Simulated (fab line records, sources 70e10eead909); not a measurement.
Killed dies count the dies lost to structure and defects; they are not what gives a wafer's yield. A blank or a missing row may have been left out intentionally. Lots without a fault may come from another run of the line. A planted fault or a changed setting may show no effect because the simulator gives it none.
Matching of chambers	flow nand-harc	4 sister chambers for NHARC_P_M1_STRIP_18 on rie-diel-03
The step strips in N2/H2. 4 wafers are shown with their chamber, then 7 later ones without.

== EACH WAFER AND ITS CHAMBER ==
wafer	chamber	drypump-motor-current-A (A)
L475.4	3	5.8
L477.2	0	5.4
L488.2	1	5.4
L488.4	2	6.2

== WAFERS WITH NO CHAMBER GIVEN ==
wafer	drypump-motor-current-A (A)
L488.5	5.4
L489.1	6.2
L489.2	5.4
L489.5	6.2
L490.3	5.8
L490.5	5.4
L490.6	5.5

== WHICH CHAMBER EACH WENT THROUGH ==
wafer	from the rows above	in truth
L488.5	can't be placed: 0 or 1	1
L489.1	2	2
L489.2	can't be placed: 0 or 1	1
L489.5	2	2
L490.3	3	3
L490.5	can't be placed: 0 or 1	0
L490.6	can't be placed: 0 or 1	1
3 of 7 placed correctly. Unplaceable from these rows: 4, with the true chamber sitting among the candidates in 4. Number placed wrongly: 0.
How it was worked out, from the rows above alone: a wafer's distance from a chamber is the root of the sum, over the readings, of the square of ((its reading less the chamber's mean) divided by the reading's scatter). If the next closest chamber is less than 2 further off than the closest, the wafer can't be placed; otherwise it belongs to the closest. Each chamber's mean is taken over the wafers shown for it. The scatter: with one shown wafer a chamber, the root of the mean of the squares of how far each hidden wafer lies from its nearest shown one.
